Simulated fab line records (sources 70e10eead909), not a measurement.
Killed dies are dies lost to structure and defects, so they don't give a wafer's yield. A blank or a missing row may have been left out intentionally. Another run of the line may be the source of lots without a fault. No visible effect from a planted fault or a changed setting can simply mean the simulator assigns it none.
What tool caused it? + flow nand_harc + 12 lots with 36 wafers sampled at 3 steps, on a route of 1302 steps

## WHAT THE GAUGES READ, wafer by wafer
NHARC_A_CHANNEL_HOLE_D2_INSPECT_12.
| lot  | measured     | on                | raw_defect_count |
|------|--------------|-------------------|------------------|
| L075 | day 13 23:47 | defect_inspect-01 | 5 3 2            |
| L077 | day 14 02:17 | defect_inspect-01 | 43 50 52         |
| L079 | day 15 07:27 | defect_inspect-02 | 9 6 7            |
| L081 | day 15 20:44 | defect_inspect-02 | 9 10 10          |
| L083 | day 17 00:15 | defect_inspect-02 | 12 12 6          |
| L085 | day 17 21:08 | defect_inspect-01 | 11 11 5          |
| L087 | day 18 02:31 | defect_inspect-01 | 47 52 56         |
| L089 | day 19 09:41 | defect_inspect-01 | 14 10 21         |
| L091 | day 19 23:07 | defect_inspect-01 | 28 19 12         |
| L093 | day 20 16:14 | defect_inspect-01 | 48 60 52         |
| L095 | day 21 17:18 | defect_inspect-01 | 23 21 25         |
| L097 | day 22 10:20 | defect_inspect-02 | 35 33 38         |

## EACH LOT AND THE TOOL THAT RAN IT (in order: tool; ch and the chambers of the sampled wafers; start)
| lot  | NHARC_A_CHANNEL_FILL_D1_ALD_03                 | NHARC_A_DECK1_JOINT_CMP_13    |
|------|------------------------------------------------|-------------------------------|
| L075 | ald_sin_batch-03 ch 0, day 11 20:52 or earlier | cmp-02 ch 0,1, day 11 20:52   |
| L077 | ald_sin_batch-03 ch 0, day 12 11:57 or earlier | cmp-03 ch 0,1,3, day 12 11:57 |
| L079 | ald_sin_batch-03 ch 0, day 13 08:16 or earlier | cmp-03 ch 0,1, day 13 08:16   |
| L081 | ald_sin_batch-03 ch 0, day 14 04:31 or earlier | cmp-03 ch 2,3, day 14 04:31   |
| L083 | ald_sin_batch-03 ch 0, day 15 03:07 or earlier | cmp-03 ch 2,3, day 15 03:07   |
| L085 | ald_sin_batch-03 ch 0, day 16 02:05 or earlier | cmp-02 ch 0,1,2, day 16 02:05 |
| L087 | ald_sin_batch-03 ch 0, day 16 07:58 or earlier | cmp-02 ch 0,2,3, day 16 07:58 |
| L089 | ald_sin_batch-02 ch 0, day 17 10:56 or earlier | cmp-04 ch 0,3, day 17 10:56   |
| L091 | ald_sin_batch-01 ch 0, day 18 02:07 or earlier | cmp-04 ch 0,1,3, day 18 02:07 |
| L093 | ald_sin_batch-03 ch 0, day 19 01:26 or earlier | cmp-04 ch 0,1,3, day 19 01:26 |
| L095 | ald_sin_batch-01 ch 0, day 20 01:49 or earlier | cmp-03 ch 0,2, day 20 01:49   |
| L097 | ald_sin_batch-01 ch 0, day 20 18:23 or earlier | cmp-02 ch 2,3, day 20 18:23   |
- NHARC_A_CHANNEL_FILL_D1_ALD_03: deposits SiNx, target thk 6 nm, pulse time 60 s, ald cycles 58.
- NHARC_A_DECK1_JOINT_CMP_13: polishes, target thk 51.023 nm.

## THE ANSWER, worked out from the rows above alone
Rule: what is usual is taken from the lots themselves. The widest of any qualifying gaps counts: lots, ordered by their means at a reading, are off when they make up no more than a third of the lots, leave a main group of 4 or more, and stand apart from it by 3 or more times the standard deviation of that group's means. Not used: any main group whose means are identical at the precision the tables above print for the reading. A lot without any number at a reading at which 4 lots or more have one is off too. Any other lot the step has rows for is counted as sound.
Nothing can be told from this: no lot is off at any reading shown.

## WHAT THE SIMULATOR PUT IN
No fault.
